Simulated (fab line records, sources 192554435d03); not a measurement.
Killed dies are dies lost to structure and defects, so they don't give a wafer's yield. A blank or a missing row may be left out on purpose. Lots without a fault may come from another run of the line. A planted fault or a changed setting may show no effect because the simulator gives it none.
Which tool did it? | flow n5_finfet | 24 lots, 72 wafers sampled, at 2 steps of a route of 1938

WHAT THE GAUGES READ, wafer by wafer
N5_BEOL_M14_CD_MEAS_17: target cd 250 nm. Usual: cd_nm 251.9 nm, standard deviation 1.9.
lot  | measured     | on        | cd_nm (nm)        | flag
L075 | day 10 17:16 | cd_sem-01 | 251.3 250.3 251.5 |
L074 | day 10 22:00 | cd_sem-01 | 250.6 252.2 253.2 |
L076 | day 11 09:04 | cd_sem-02 | 254.2 252.0 253.2 |
L078 | day 11 12:42 | cd_sem-01 | 252.7 252.0 252.3 |
L077 | day 11 13:19 | cd_sem-02 | 252.0 251.7 249.3 |
L079 | day 11 16:31 | cd_sem-01 | 254.2 255.5 255.3 |
L080 | day 11 17:19 | cd_sem-01 | 250.8 251.7 251.8 |
L081 | day 11 22:26 | cd_sem-01 | 252.7 250.0 248.9 |
L082 | day 12 16:53 | cd_sem-02 | 249.8 248.7 251.4 |
L083 | day 12 17:22 | cd_sem-01 | 252.7 251.0 251.0 |
L084 | day 12 19:49 | cd_sem-03 | 249.5 251.4 250.3 |
L085 | day 13 01:10 | cd_sem-03 | 252.9 252.0 252.7 |
L087 | day 16 17:48 | cd_sem-03 | 252.2 252.0 251.9 |
L086 | day 16 23:04 | cd_sem-02 | 250.2 252.4 252.2 |
L088 | day 17 07:28 | cd_sem-02 | 256.2 251.7 254.1 |
L089 | day 17 07:53 | cd_sem-02 | 251.8 250.3 249.8 |
L093 | day 17 12:04 | cd_sem-03 | 257.0 254.2 255.0 |
L096 | day 17 12:49 | cd_sem-02 | 250.8 254.3 252.6 |
L094 | day 17 13:38 | cd_sem-03 | 251.8 251.6 249.1 |
L091 | day 17 14:34 | cd_sem-03 | 252.2 253.3 255.1 |
L095 | day 17 23:16 | cd_sem-03 | 252.0 254.1 252.0 |
L090 | day 17 23:48 | cd_sem-03 | 249.9 253.6 250.8 |
L097 | day 18 04:56 | cd_sem-02 | 250.9 250.5 250.7 |
L092 | day 18 11:11 | cd_sem-02 | 249.4 247.4 248.7 |

N5_BEOL_M14_OCD_MEAS_35. Usual: trench_depth_nm 559 nm, standard deviation 15.
lot  | measured     | on     | trench_depth_nm (nm) | flag
L075 | day 10 18:17 | ocd-02 | 562 563 562          |
L074 | day 10 23:10 | ocd-01 | 559 534 589          |
L076 | day 11 10:35 | ocd-01 | 534 553 549          |
L078 | day 11 14:35 | ocd-02 | 556 559 554          |
L077 | day 11 15:09 | ocd-02 | 556 549 535          |
L079 | day 11 17:44 | ocd-01 | 547 553 585          |
L080 | day 11 18:20 | ocd-02 | 548 540 530          |
L081 | day 11 23:35 | ocd-02 | 579 546 579          |
L082 | day 12 18:07 | ocd-01 | 534 556 533          |
L083 | day 12 18:41 | ocd-01 | 579 554 533          |
L084 | day 12 20:58 | ocd-02 | 542 587 558          |
L085 | day 13 02:19 | ocd-01 | 552 535 551          |
L087 | day 16 18:57 | ocd-01 | 570 560 561          |
L086 | day 17 00:13 | ocd-02 | 566 583 567          |
L088 | day 17 08:38 | ocd-01 | 582 552 539          |
L089 | day 17 09:16 | ocd-01 | 561 555 585          |
L093 | day 17 13:20 | ocd-01 | 575 573 569          |
L096 | day 17 14:05 | ocd-02 | 530 566 535          |
L094 | day 17 14:54 | ocd-02 | 563 559 560          |
L091 | day 17 15:50 | ocd-01 | 575 568 578          |
L095 | day 18 00:33 | ocd-02 | 564 558 567          |
L090 | day 18 01:20 | ocd-02 | 553 548 575          |
L097 | day 18 06:05 | ocd-01 | 564 566 570          |
L092 | day 18 12:20 | ocd-01 | 537 579 552          |

WHICH TOOL RAN EACH LOT (tool, then ch and the chambers of the sampled wafers, then the start)
The record holds no process step before these readings.

WHAT THE TOOLS THEMSELVES READ (means of the sampled wafers that have a number; where no wafer has one, the mark that the record gives instead)
The record holds no such reading with a usual standard deviation.

THE ANSWER, worked out from the rows above alone
Rule: a lot is off if the mean of its wafers that have a number lies more than 3 standard deviations from the usual mean. A lot without any number at a reading at which 4 lots or more have one is off too. The other lots that the step has rows for count as sound. The gauges are gone through in route order, then the tools' own readings, and for those a lot's mean is taken as printed above. The first step at which some lot is off is used, and at that step the reading that is off furthest; a lot without a number counts as furthest.
No lot is off at any reading shown: from this, nothing can be told.

WHAT THE SIMULATOR HAD PUT IN
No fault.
